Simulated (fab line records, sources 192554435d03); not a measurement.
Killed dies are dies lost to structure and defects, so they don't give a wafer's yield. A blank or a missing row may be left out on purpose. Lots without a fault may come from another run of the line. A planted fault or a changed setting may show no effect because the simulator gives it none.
A struck lot beside a sound one | flow n5_finfet | 38 steps out of a route of 1938
Sound: wafers L646.2, L646.4, L646.5. Struck: wafer L653.4. (L653.1, L653.6 of the same lot were not struck and are left out.) The cause comes at the end.
At each step with rows: each side's tool, then ch and its chambers, then its first start. Under that, the readings that differ: sound wafers | struck wafers | difference of the means | sigmas: that difference in standard deviations of wafers without a fault.
alike: readings whose means differ by less than 2 such deviations, and words and numbers that are the same on both sides. not compared: withheld readings, readings that some wafer has no value for, bounds like >300 that may hide the same value, and numbers for which the record gives no deviation and whose values overlap.
The two part at a step that has a row with sigmas, a row that says differs or no value, or rows on one side only. Numbers that don't overlap but have no deviation are shown without sigmas and don't part them. A reading that every wafer of one side lacks parts them only if that side has two wafers or more.

first, 9 steps without rows for these wafers: N5_PMOS_HMC_CHANNEL_EPI_PRECLEAN_40 (cleans in DHF, time 30 s); N5_PMOS_HMC_CHANNEL_EPI_PRECLEAN_37 (cleans in O3/DIW, time 45 s); N5_PMOS_HMC_CHANNEL_EPI_PRECLEAN_24 (cleans in DHF, time 30 s); N5_PMOS_HMC_CHANNEL_EPI_SRD_25 (time 30 s); N5_PMOS_HMC_CHANNEL_EPI_EPI_26 (deposits Si from SiH4/H2, target thk 3.8 nm, time 22.7 s); N5_FIN_SAQP_PRECLEAN_42 (cleans in O3/DIW, time 60 s); N5_FIN_SAQP_PRECLEAN_00 (cleans in SC1, time 60 s); N5_FIN_SAQP_PRECLEAN_44 (cleans in SC2, time 45 s); N5_FIN_SAQP_SRD_01 (time 30 s).
N5_FIN_SAQP_ALD_61: deposits SiO2, target thk 4 nm, pulse time 1 s, purge time 2 s.
  sound on ald_sin-03 ch 0,2,3, day 3 20:14; struck on ald_sin-03 ch 0, day 5 16:22
  reading                                   | sound            | struck | difference | sigmas
  ald_cycles                                | 43 43 43         | 34     | -9         |
  model.SiO2_of_FIN_SAQP_ALD_61.thk_nm (nm) | 4.02 4.004 4.021 | 3.18   | -0.83      |
  alike: heater_power_w, precursor_pulse_height_rel
  not compared: since_wet_clean_h
then, 24 steps without rows for these wafers: N5_FIN_SAQP_DENSIFY_62 (time 60 s); N5_FIN_SAQP_HM_DEP_03 (deposits SiNx from SiH4/NH3/N2, target thk 38 nm, time 33.6 s); N5_FIN_SAQP_PECVD_47 (deposits a-Si from SiH4/He, target thk 45 nm, time 36.3 s); N5_FIN_SAQP_PECVD_48 (deposits SiNx from SiH4/NH3/N2, target thk 25 nm, time 22.1 s); N5_FIN_SAQP_PECVD_06 (deposits a-Si from SiH4/He, target thk 60 nm, time 48.1 s); N5_FIN_SAQP_HM_DEP_72 (deposits SiO2 from SiH4/N2O, target thk 12 nm, time 7.2 s); N5_FIN_SAQP_COAT_49 (time 60 s, resist thk 100 nm); N5_FIN_SAQP_COAT_50 (time 60 s, resist thk 35 nm); N5_FIN_SAQP_COAT_10 (resist thk 90 nm); N5_FIN_SAQP_EBR_12; N5_FIN_SAQP_SOFTBAKE_11 (time 60 s); N5_FIN_SAQP_EXPOSE_13 (exposes mask FIN CORE, target cd 35.6 nm); N5_FIN_SAQP_PEB_14 (peb time 60 s); N5_FIN_SAQP_DEVELOP_15 (develop time 30 s); N5_FIN_SAQP_DESCUM_21 (chemistry O2, time 7.9 s); N5_FIN_SAQP_ETCH_51 (etches SiARC in CF4, target depth 45.5 nm, time 75.8 s); N5_FIN_SAQP_ETCH_52 (etches SOC in N2/H2, target depth 100 nm, overetch 20 nm, time 150 s); N5_FIN_SAQP_STRIP_53 (strips in N2/H2); N5_FIN_SAQP_HM_OPEN_73 (chemistry CHF3/O2, target SiO2, stops on a-Si, target depth 12 nm, time 16.8 s); N5_FIN_SAQP_STRIP_74 (strips in CHF3/O2); N5_FIN_SAQP_MANDREL_ETCH_22 (etches a-Si in HBr/Cl2, stops on SiNx, target depth 60 nm, bt time 10 s, time 30 s); N5_FIN_SAQP_STRIP_55 (strips in N2/H2); N5_FIN_SAQP_STRIP_23 (strips in SPM, time 750 s); N5_FIN_SAQP_SRD_66 (time 30 s).
N5_FIN_CUT_CUT_ETCH_27: etches SiO2 in CHF3/O2, target depth 4 nm, overetch 2 nm, time 4.9 s.
  sound on rie_diel-02 ch 0,2, day 4 02:54; struck on rie_diel-01 ch 2, day 5 22:42
  reading                  | sound            | struck | difference | sigmas
  model.etch.depth_nm (nm) | 4.02 4.004 4.021 | 3.18   | -0.83      |
  alike: CHF3_flow_sccm, O2_flow_sccm, bias_w, drypump_motor_current_A, oes_product_au, rf_vpp_V, showerhead_plenum_p_Torr, throttle_valve_pct
  not compared: rf_hours_counter_h
N5_STI_FIN_REVEAL_STRIP_16: strips SiNx in H3PO4, target depth 23.8 nm.
  sound on wet_bench-05 ch 4,5,6, day 4 11:03; struck on wet_bench-01 ch 1, day 6 07:01
  reading                                   | sound       | struck | difference | sigmas
  model.SiO2_of_FIN_SAQP_ALD_61.thk_nm (nm) | 3.8 3.8 3.8 | 3      | -1         |
  alike: bath_guard_temp_C, bath_heat_duty_pct
-- the record jumps here: 7 days lie between the struck wafers' starts before and after (it left off in module STI_FIN_REVEAL and takes up again in module BEOL_M4, whose first step shown is number 1111 of the route) --
N5_BEOL_M4_RC_MEAS_101:
  sound on prober-01 ch 0, day 11 00:51; struck on prober-02 ch 0, day 13 11:27
  alike: DIBL_N, DIBL_P, IOFF_N, IOFF_P, ION_N, ION_P, SS_N, SS_P, VT_N, VT_P
-- the record jumps here: 5 days lie between the struck wafers' starts before and after (it left off in module BEOL_M4 and takes up again in module PASSIVATION, whose first step shown is number 1936 of the route) --
N5_PASSIVATION_PROBE_49:
  the record has rows for the struck wafers here (prober-01, day 18 02:01) and none for the sound ones

WHERE THEY PART
Only at N5_PASSIVATION_PROBE_49, within this record.

WHY: what the simulator had put in
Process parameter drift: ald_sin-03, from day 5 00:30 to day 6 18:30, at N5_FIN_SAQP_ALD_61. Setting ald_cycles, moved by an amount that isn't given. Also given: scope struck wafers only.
